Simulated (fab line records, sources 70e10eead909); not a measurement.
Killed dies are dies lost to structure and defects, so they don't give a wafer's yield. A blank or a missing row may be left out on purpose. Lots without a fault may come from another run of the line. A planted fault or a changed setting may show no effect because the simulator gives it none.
fab line records | flow nand_harc
record lots=13 wafers=37 last_day=24
route steps=1159 shown A_SGD_CUT@760 A_WL_FILL@811
lots that met no fault: from a run of the same line without faults
start_h: hours from the record's first day to the start of the lot's first wafer shown | wait_h: hours since the lot's step before | " the same as in the row above | L1.1+2: a row that stands for several wafers | - no value, or no start given | * or withheld: withheld | < > ~ a bound
route shown NAME@n: a module of which the file shows steps, and the number in the route of the first | usual: mean/standard deviation of fault-free wafers | same: alike in all rows | chamber/n: place in a boat | sites: the reading at each site | _std_site: their standard deviation | _edge_site: outer sites' mean less inner sites' | radius_mm: how far each site lies from the wafer's centre | mask NAME#n: copy n | behind: the tool/chamber that last shaped the wafer | hold: why the lot was held/for how many hours/how that ended | device: the transistor (n, p or np) that didn't switch | end of line: the same wafers' tests at the end of the route | a step without rows: its recipe alone | killed: dies lost to structure and defects at the first sort, not the wafer's yield | map: a wafer's dies, x killed, . not, _ none there
set.NAME: the setting as run; set.NAME@STEP: as run at that earlier step | model.NAME: the simulator's own value behind a step, which no gauge read
steps of the route over a sample of lots; a table a step, a row a wafer
services: from which hour (start_h, from the record's first day; less than 0 if before it) a tool's chamber was out of use, for how many hours, and why
## steps
# step NHARC_A_SGD_CUT_INSPECT_11
# usual raw_defect_count=17/9.2
# columns lot.wafer tool chamber start_h wait_h raw_defect_count
L548.1 defect_inspect-01 - 304.25 0.0 6
L548.5 " - " " 5
L548.6 " - " " 13
L550.2 defect_inspect-01 - 316.91 0.0 23
L550.4 " - " " 27
L550.5 " - " " 22
L551.1 defect_inspect-02 - 321.86 0.0 5
L551.5 " - " " 10
L551.6 " - " " 5
L553.1 defect_inspect-01 - 344.97 0.0 11
L553.2 " - " " 11
L553.3 " - " " 15
L554.2 defect_inspect-02 - 345.14 0.0 28
L554.5 " - " " 29
L554.6 " - " " 24
L557.2 defect_inspect-02 - 357.03 0.0 17
L557.3 " - " " 11
L557.6 " - " " 10
L555.3 defect_inspect-02 - 357.71 0.0 14
L555.4 " - " " 25
L555.5 " - " " 32
L559.3 defect_inspect-01 - 384.00 0.0 23
L559.5 " - " " 41
L559.6 " - " " 36
L561.3 defect_inspect-02 - 384.18 0.0 12
L561.5 " - " " 10
L561.6 " - " " 9
L566.2 defect_inspect-01 - 419.14 0.0 12
L566.3 " - " " 12
L570.2 defect_inspect-02 - 434.46 0.1 16
L570.5 " - " " 6
L570.6 " - " " 9
L568.1 defect_inspect-02 - 434.71 0.0 12
L568.6 " - " " 12
L571.3 defect_inspect-01 - 448.49 0.0 14
L571.4 " - " " 15
L571.5 " - " " 11
# step NHARC_A_SGD_CUT_ETCH_59
# recipe target_depth_a=2600 over_etch_frac=0.25 time_s=406.25 ion_energy_ev=200 n2_flow_sccm=150 h2_flow_sccm=150 ar_flow_sccm=0 rf_w=400 bias_w=150 chemistry=N2/H2
# usual drypump_motor_current_A=5.8/0.61 oes_product_au=1.002/0.012 rf_fwd_power_W=399.3/1.3 rf_vpp_V=430.8/2.8 showerhead_plenum_p_Torr=2.05/0.1 throttle_valve_pct=14.171/0.0097
# columns lot.wafer tool chamber start_h wait_h drypump_motor_current_A oes_product_au rf_fwd_power_W rf_hours_counter_h rf_vpp_V showerhead_plenum_p_Torr throttle_valve_pct
L548.1 rie_diel-07 3 - - 6.1 0.982 399.7 4 428.3 1.95 14.179
L548.6 " 1 " " 5.1 1.005 397.9 - 435.8 2.18 14.182
L548.5 " 2 " " 6.7 1.014 399.0 - 429.3 1.99 14.175
L550.4 rie_diel-07 2 - - 6.7 0.999 399.6 5 428.5 1.99 14.162
L550.2 " 1 " " 5.1 1.013 399.5 5 433.6 2.18 14.162
L550.5 " 3 " " 6.1 0.987 397.0 - 427.7 1.95 14.168
L551.1 rie_diel-07 3 - - 6.1 0.986 399.1 6 427.8 1.95 14.190
L551.5 " 2 " " 6.7 1.001 400.4 - 428.1 1.99 14.152
L551.6 " 3 " " 6.1 0.996 399.4 - 428.3 1.95 14.171
L553.1 rie_diel-07 1 - - 5.1 1.014 399.0 7 434.8 2.18 14.167
L553.2 " 2 " " 6.7 0.999 402.3 7 429.5 1.98 14.179
L553.3 " 0 " " 6.4 1.037 398.3 7 432.7 2.13 14.169
L554.2 rie_diel-08 3 - - 5.7 0.993 399.2 3 431.4 2.08 14.168
L554.6 " 0 " " 5.5 1.003 400.0 - 429.4 1.96 14.166
L554.5 " 3 " " 5.7 0.984 398.9 - 431.3 2.08 14.163
L557.2 rie_diel-06 3 - - 5.1 1.000 398.7 10 430.1 2.01 14.175
L557.3 " 0 " " 4.9 0.995 399.0 10 434.8 2.18 14.154
L557.6 " 2 " " 5.9 1.032 398.2 - 433.2 2.17 14.150
L555.3 rie_diel-08 2 - - 6.1 0.999 401.2 6 432.8 2.15 14.185
L555.4 " 3 " " 5.7 0.988 398.2 5 431.7 2.08 14.160
L555.5 " 3 " " 5.7 0.994 400.6 - 430.8 2.08 14.186
L559.3 rie_diel-06 2 - - 5.9 1.017 397.3 12 434.2 2.17 14.184
L559.5 " 0 " " 4.9 0.995 396.7 - 434.4 2.17 14.182
L559.6 " 1 " " 6.6 1.008 400.1 - 425.6 1.91 14.176
L561.3 rie_diel-07 3 - - 6.1 1.002 399.0 10 428.5 1.95 14.174
L561.6 " 0 " " 6.3 1.030 399.2 - 431.5 2.13 14.162
L561.5 " 2 " " 6.7 1.005 397.6 - 428.1 1.98 14.172
L566.2 rie_diel-08 0 - - 5.5 1.010 400.2 12 429.2 1.95 14.168
L566.3 " 1 " " 5.4 1.006 400.5 11 426.9 1.92 14.161
L570.2 rie_diel-08 0 - - 5.5 1.007 397.8 14 428.5 1.95 14.179
L570.6 " 3 " " 5.7 1.000 400.6 - 431.0 2.07 14.176
L570.5 " 0 " " 5.5 1.007 401.4 - 429.7 1.95 14.190
L568.1 rie_diel-06 0 - - 4.9 0.981 399.8 1 433.8 2.17 14.174
L568.6 " 3 " " 5.1 0.980 399.0 - 430.4 2.01 14.162
L571.3 rie_diel-07 1 - - 5.1 1.017 397.4 2 435.6 2.17 14.182
L571.4 " 2 " " 6.7 1.008 397.3 2 428.5 1.98 14.167
L571.5 " 1 " " 5.1 1.029 397.4 - 433.3 2.17 14.185
# step NHARC_A_WL_FILL_ALD_02
# recipe target_thk_a=20 pulse_time_s=3 ald_cycles=100 temp_c=450 material=TiN
# usual ald_cycles=100/0 heater_power_w=1088/150 precursor_pulse_height_rel=0.999/0.019
# columns lot.wafer tool chamber start_h wait_h ald_cycles heater_power_w precursor_pulse_height_rel
L548.1 ald_metal-02 1 331.21 0.3 100 1330 1.010
L548.6 " 3 " " 100 946 0.967
L548.5 " 0 " " 100 928 1.011
L550.2 ald_metal-02 3 338.41 0.2 100 968 1.014
L550.4 " 2 " " 100 1213 0.986
L550.5 " 0 " " 100 947 0.980
L551.1 ald_metal-04 0 346.66 0.2 100 1296 0.974
L551.6 " 3 " " 100 1179 0.973
L551.5 " 2 " " 100 1014 1.007
L553.2 ald_metal-04 2 374.00 0.2 100 1029 1.006
L553.3 " 3 " " 100 1158 1.036
L553.1 " 1 " " 100 931 0.995
L554.2 ald_metal-02 0 374.57 0.3 100 941 0.992
L554.6 " 1 " " 100 1328 1.011
L554.5 " 2 " " 100 1223 0.985
L555.3 ald_metal-04 2 379.11 0.2 100 998 1.035
L555.5 " 3 " " 100 1180 1.012
L555.4 " 1 " " 100 918 0.972
L557.3 ald_metal-02 2 379.29 0.2 100 1246 1.039
L557.2 " 3 " " 100 988 0.990
L557.6 " 2 " " 100 1231 0.998
L561.3 ald_metal-03 3 407.07 0.1 100 1032 0.993
L561.5 " 1 " " 100 928 1.025
L561.6 " 2 " " 100 919 1.036
L559.3 ald_metal-02 1 407.08 0.2 100 1379 1.030
L559.5 " 0 " " 100 933 1.005
L559.6 " 1 " " 100 1368 1.005
L566.2 ald_metal-02 2 448.78 0.2 100 1238 1.011
L566.3 " 0 " " 65 921 1.015
L570.2 ald_metal-04 0 455.84 0.2 100 1276 0.979
L570.6 " 2 " " 100 1011 0.951
L570.5 " 3 " " 100 1162 0.997
L568.1 ald_metal-02 3 455.84 0.3 65 1001 0.979
L568.6 " 1 " " 100 1343 0.993
L571.3 ald_metal-03 0 471.63 0.2 100 1093 1.028
L571.5 " 1 " " 100 941 0.991
L571.4 " 0 " " 100 1065 0.996
# step NHARC_A_WL_FILL_ETCHBACK_05
# recipe target_depth_a=220 time_s=60 temp_c=40 chemistry=Cl2/BCl3
# usual drypump_motor_current_A=5.9/0.39 oes_product_au=0.997/0.013
# columns lot.wafer tool chamber start_h wait_h drypump_motor_current_A oes_product_au rf_hours_counter_h
L548.1 rie_metal-03 1 337.65 0.2 6.1 0.976 1.4
L548.6 " 1 " " 6.1 0.978 -
L548.5 " 0 " " 5.8 0.992 -
L550.2 rie_metal-01 1 342.45 0.2 5.7 1.017 0.1
L550.4 " 1 " " 5.7 1.009 -
L550.5 " 1 " " 5.7 1.015 -
L551.1 rie_metal-02 0 350.70 0.3 5.4 1.006 3.5
L551.5 " 0 " " 5.4 1.013 -
L551.6 " 1 " " 6.7 1.017 -
L553.1 rie_metal-01 0 378.30 0.4 6.0 0.982 1.1
L553.2 " 0 " " 6.0 0.988 -
L553.3 " 0 " " 6.0 0.983 -
L554.2 rie_metal-02 1 378.87 0.2 6.7 1.002 4.4
L554.6 " 0 " " 5.4 1.003 -
L554.5 " 1 " " 6.7 1.004 -
L555.3 rie_metal-02 1 383.60 0.2 6.6 0.984 -
L555.4 " 0 " " 5.4 1.005 -
L555.5 " 1 " " 6.7 0.998 -
L557.2 rie_metal-01 0 385.84 0.3 6.0 0.981 -
L557.3 " 0 " " 6.0 0.988 -
L557.6 " 0 " " 6.0 0.989 -
L559.3 rie_metal-01 0 411.18 0.1 6.0 0.984 -
L559.5 " 1 " " 5.7 1.021 -
L559.6 " 0 " " 6.0 0.997 -
L561.3 rie_metal-02 1 413.83 0.1 6.7 1.010 -
L561.6 " 1 " " 6.7 0.998 -
L561.5 " 0 " " 5.4 0.994 -
L566.2 rie_metal-01 0 452.74 0.2 6.0 0.978 4.0
L566.3 " 1 " " 5.7 0.996 -
L570.2 rie_metal-01 1 461.97 0.2 5.7 1.006 2.9
L570.6 " 1 " " 5.7 1.004 -
L570.5 " 0 " " 6.0 0.982 -
L568.1 rie_metal-02 0 462.74 0.2 5.4 1.010 1.7
L568.6 " 1 " " 6.7 1.013 -
L571.3 rie_metal-03 1 477.94 0.2 6.1 0.993 -
L571.4 " 0 " " 5.8 1.018 -
L571.5 " 1 " " 6.1 0.983 -
## services
# columns tool chamber start_h hours kind
rie_diel-08 1 300.38 1.5 repair
rie_diel-08 - 301.87 9.0 pm
ald_metal-03 - 317.77 0.8 repair
ald_metal-03 - 322.06 10.0 pm
rie_metal-01 - 332.00 9.0 pm
rie_diel-08 1 338.70 13.1 repair
ald_metal-04 1 342.33 14.6 repair
ald_metal-02 - 364.00 10.0 pm
ald_metal-03 - 372.95 2.2 repair
ald_metal-04 0 373.56 5.5 repair
rie_diel-07 1 373.87 14.6 repair
rie_metal-01 1 373.95 13.4 repair
ald_metal-04 1 375.26 2.2 repair
rie_metal-02 - 388.00 9.0 pm
rie_diel-08 3 402.80 16.6 repair
ald_metal-03 0 404.67 18.3 repair
rie_diel-07 - 405.20 9.0 pm
ald_metal-04 - 406.00 10.0 pm
rie_diel-07 1 415.73 2.8 repair
rie_diel-06 - 418.20 9.0 pm
rie_metal-02 - 419.20 1.1 repair
ald_metal-03 - 450.49 1.7 repair
rie_metal-03 - 453.00 9.0 pm
rie_diel-08 1 468.33 24.8 repair
## key
first_sign step=NHARC_A_WL_FILL_ALD_02 reading=ald_cycles direction=down sigmas=99+ usual=100 struck=65
effect none on later readings
met_at NHARC_A_WL_FILL_ALD_02
struck_lots L566,L568
struck_wafers L566.3,L568.1
tester_left_out L566,L568
not_acting_at NHARC_A_SGD_CUT_INSPECT_11,NHARC_A_SGD_CUT_ETCH_59,NHARC_A_WL_FILL_ETCHBACK_05
onset_between 407.08 448.78
fault kind=process_parameter_drift tool=ald_metal-02 chamber=- onset_h=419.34 steps=NHARC_A_WL_FILL_ALD_02 channel=ald_cycles offset=-35 shape=step end_h=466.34 scope=struck_wafers_only acts_in=these_recipes_only stated=100
# tester_left_out: of these lots the tester's yield and bins aren't shown, on N5 and GAA mostly nor the transistor test; their killed dies are dies lost to structure and defects alone, not to doping, threshold or leakage, so they don't give the yield
